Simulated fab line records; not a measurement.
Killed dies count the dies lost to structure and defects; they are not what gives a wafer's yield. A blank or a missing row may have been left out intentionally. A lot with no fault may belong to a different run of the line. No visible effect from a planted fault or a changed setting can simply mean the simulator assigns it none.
Chamber matching :: flow n5_finfet :: N5_BEOL_M4_DESCUM_16 on rie_diel-01: 4 sister chambers
The step chemistry O2, time 7 s. 14 wafers are shown with their chamber, then 7 later ones without.

WAFERS PAIRED WITH THEIR CHAMBERS
wafer: L075.2
chamber: 0
drypump_motor_current_A (A): 6.8
throttle_valve_pct (%): 20.53
showerhead_plenum_p_Torr (Torr): 2.08

wafer: L075.3
chamber: 3
drypump_motor_current_A (A): 5.1
throttle_valve_pct (%): 19.96
showerhead_plenum_p_Torr (Torr): 2.02

wafer: L075.5
chamber: 1
drypump_motor_current_A (A): 6.1
throttle_valve_pct (%): 20.47
showerhead_plenum_p_Torr (Torr): 2.21

wafer: L074.2
chamber: 2
drypump_motor_current_A (A): 4.9
throttle_valve_pct (%): 20.47
showerhead_plenum_p_Torr (Torr): 2.00

wafer: L074.5
chamber: 0
drypump_motor_current_A (A): 6.8
throttle_valve_pct (%): 20.51
showerhead_plenum_p_Torr (Torr): 2.08

wafer: L074.6
chamber: 3
drypump_motor_current_A (A): 5.1
throttle_valve_pct (%): 19.96
showerhead_plenum_p_Torr (Torr): 2.02

wafer: L079.2
chamber: 3
drypump_motor_current_A (A): 5.1
throttle_valve_pct (%): 19.96
showerhead_plenum_p_Torr (Torr): 2.02

wafer: L079.3
chamber: 2
drypump_motor_current_A (A): 4.9
throttle_valve_pct (%): 20.47
showerhead_plenum_p_Torr (Torr): 1.99

wafer: L079.4
chamber: 0
drypump_motor_current_A (A): 6.8
throttle_valve_pct (%): 20.53
showerhead_plenum_p_Torr (Torr): 2.08

wafer: L081.2
chamber: 1
drypump_motor_current_A (A): 6.1
throttle_valve_pct (%): 20.50
showerhead_plenum_p_Torr (Torr): 2.21

wafer: L081.5
chamber: 3
drypump_motor_current_A (A): 5.1
throttle_valve_pct (%): 19.97
showerhead_plenum_p_Torr (Torr): 2.02

wafer: L081.6
chamber: 0
drypump_motor_current_A (A): 6.8
throttle_valve_pct (%): 20.52
showerhead_plenum_p_Torr (Torr): 2.08

wafer: L092.4
chamber: 1
drypump_motor_current_A (A): 6.2
throttle_valve_pct (%): 20.51
showerhead_plenum_p_Torr (Torr): 2.20

wafer: L092.5
chamber: 0
drypump_motor_current_A (A): 6.8
throttle_valve_pct (%): 20.56
showerhead_plenum_p_Torr (Torr): 2.07

SIGNATURES, as means of the wafers listed above
reading: drypump_motor_current_A
chamber 0: 6.800
chamber 1: 6.133
chamber 2: 4.900
chamber 3: 5.100
scatter within a chamber: 0.0258

reading: throttle_valve_pct
chamber 0: 20.5300
chamber 1: 20.4933
chamber 2: 20.4700
chamber 3: 19.9625
scatter within a chamber: 0.0153

reading: showerhead_plenum_p_Torr
chamber 0: 2.0780
chamber 1: 2.2067
chamber 2: 1.9950
chamber 3: 2.0200
scatter within a chamber: 0.00443
Rule: for a wafer and a chamber, the distance is found by dividing, reading by reading, the gap between the wafer's reading and the chamber's mean by the reading's scatter, squaring, summing and taking the root. If the next closest chamber is less than 2 further off than the closest, the wafer can't be placed; otherwise it belongs to the closest. The scatter is the square root of a quotient: the sum, over the shown wafers, of each reading's squared deviation from its chamber's mean, divided by wafers minus chambers.

WAFERS WITH NO CHAMBER GIVEN
wafer: L092.6
drypump_motor_current_A (A): 5.1
throttle_valve_pct (%): 20.02
showerhead_plenum_p_Torr (Torr): 2.01

wafer: L094.2
drypump_motor_current_A (A): 6.8
throttle_valve_pct (%): 20.58
showerhead_plenum_p_Torr (Torr): 2.07

wafer: L094.4
drypump_motor_current_A (A): 6.2
throttle_valve_pct (%): 20.55
showerhead_plenum_p_Torr (Torr): 2.20

wafer: L094.6
drypump_motor_current_A (A): 6.1
throttle_valve_pct (%): 20.55
showerhead_plenum_p_Torr (Torr): 2.20

wafer: L095.1
drypump_motor_current_A (A): 4.9
throttle_valve_pct (%): 20.53
showerhead_plenum_p_Torr (Torr): 1.98

wafer: L095.4
drypump_motor_current_A (A): 6.2
throttle_valve_pct (%): 20.55
showerhead_plenum_p_Torr (Torr): 2.20

wafer: L095.5
drypump_motor_current_A (A): 5.1
throttle_valve_pct (%): 20.03
showerhead_plenum_p_Torr (Torr): 2.01

WHICH CHAMBER EACH WENT THROUGH
wafer: L092.6
from the rows above: 3
in truth: 3

wafer: L094.2
from the rows above: 0
in truth: 0

wafer: L094.4
from the rows above: 1
in truth: 1

wafer: L094.6
from the rows above: 1
in truth: 1

wafer: L095.1
from the rows above: 2
in truth: 2

wafer: L095.4
from the rows above: 1
in truth: 1

wafer: L095.5
from the rows above: 3
in truth: 3
7 of 7 placed correctly. Not placeable from these rows: 0. Number placed wrongly: 0.
